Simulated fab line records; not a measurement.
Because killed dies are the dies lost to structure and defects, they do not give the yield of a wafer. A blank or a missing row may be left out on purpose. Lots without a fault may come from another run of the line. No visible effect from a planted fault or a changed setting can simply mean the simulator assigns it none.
Which tool did it? :: flow nandHarc :: Sampling: 6 lots, 18 wafers, 4 of 1302 route steps

WHAT THE GAUGES READ, wafer by wafer
NHARC_A_CONTACT_CD_MEAS_08: target cd 200 nm.
lot: L379
measured: day 22 15:09
on: cdSem-03
cdNm (nm): 199.9 200.5 199.5

lot: L382
measured: day 24 00:46
on: cdSem-02
cdNm (nm): 199.3 200.1 201.0

lot: L386
measured: day 25 11:54
on: cdSem-03
cdNm (nm): 199.9 199.3 200.4

lot: L388
measured: day 26 05:40
on: cdSem-01
cdNm (nm): 199.9 199.7 199.5

lot: L394
measured: day 28 16:20
on: cdSem-02
cdNm (nm): 201.0 200.3 201.4

lot: L400
measured: day 30 20:41
on: cdSem-01
cdNm (nm): 200.2 199.3 199.5

TOOL THAT RAN EACH LOT (tool first, then ch and the chambers of the sampled wafers, then the start)
lot: L379
NHARC_A_CONTACT_ETCH_130: harCapEtch-03 ch 0,1, day 22 10:19
NHARC_A_CONTACT_ETCH_91: rieDiel-13 ch 0,3, day 22 11:39
NHARC_A_CONTACT_SOFTBAKE_03: lithoTrack-06 ch 0, day 22 14:00

lot: L382
NHARC_A_CONTACT_ETCH_130: harCapEtch-03 ch 0, day 23 18:27
NHARC_A_CONTACT_ETCH_91: rieDiel-13 ch 1,2,3, day 23 19:47
NHARC_A_CONTACT_SOFTBAKE_03: lithoTrack-01 ch 0, day 24 00:00

lot: L386
NHARC_A_CONTACT_ETCH_130: harCapEtch-03 ch 0,1, day 25 04:05
NHARC_A_CONTACT_ETCH_91: rieDiel-13 ch 0,1,2, day 25 05:22
NHARC_A_CONTACT_SOFTBAKE_03: lithoTrack-04 ch 0, day 25 11:00

lot: L388
NHARC_A_CONTACT_ETCH_130: harCapEtch-01 ch 0,1, day 26 00:40
NHARC_A_CONTACT_ETCH_91: rieDiel-13 ch 0,1,3, day 26 02:01
NHARC_A_CONTACT_SOFTBAKE_03: lithoTrack-04 ch 0, day 26 05:00

lot: L394
NHARC_A_CONTACT_ETCH_130: harCapEtch-03 ch 0,1, day 28 11:26
NHARC_A_CONTACT_ETCH_91: rieDiel-13 ch 0,1, day 28 12:43
NHARC_A_CONTACT_SOFTBAKE_03: lithoTrack-06 ch 0, day 28 15:00

lot: L400
NHARC_A_CONTACT_ETCH_130: harCapEtch-03 ch 1, day 30 13:02
NHARC_A_CONTACT_ETCH_91: rieDiel-12 ch 1,3, day 30 14:21
NHARC_A_CONTACT_SOFTBAKE_03: lithoTrack-01 ch 0, day 30 20:00
- NHARC_A_CONTACT_ETCH_130: etches the open film in C4F8/O2/Ar, time 197 s, target depth 1918 nm.
- NHARC_A_CONTACT_ETCH_91: etches the open film in CH3F/O2, target depth 40 nm, time 85.7 s.
- NHARC_A_CONTACT_SOFTBAKE_03: time 55 s.

THE ANSWER, worked out from the rows above alone
Rule: usual is defined by the lots themselves. Put in order of their means at a reading, lots are off if they are a third of the lots or fewer, leave a main group of 4 or more, and stand apart from it by a gap of 3 or more times the standard deviation of the main group's means; of several such gaps the widest counts. A main group whose means are all the same, to the digits that the tables above print for the reading, isn't used. Also off: a lot with no number at a reading for which 4 or more lots have one. Any other lot the step has rows for is counted as sound.
Off at NHARC_A_CONTACT_CD_MEAS_08 (cdNm): L394. Mean 199.9 nm and standard deviation 0.17 in the main group.
A tool fits if, at a process step before that reading, it ran every lot that is off, and no sound lot after the first of them. The gauges at NHARC_A_CONTACT_CD_MEAS_08 are tried like those tools. Can't be told from this: 3 tools fit, rieDiel-13 at NHARC_A_CONTACT_ETCH_91, lithoTrack-06 at NHARC_A_CONTACT_SOFTBAKE_03, cdSem-02 at NHARC_A_CONTACT_CD_MEAS_08.

WHAT THE SIMULATOR HAD PUT IN
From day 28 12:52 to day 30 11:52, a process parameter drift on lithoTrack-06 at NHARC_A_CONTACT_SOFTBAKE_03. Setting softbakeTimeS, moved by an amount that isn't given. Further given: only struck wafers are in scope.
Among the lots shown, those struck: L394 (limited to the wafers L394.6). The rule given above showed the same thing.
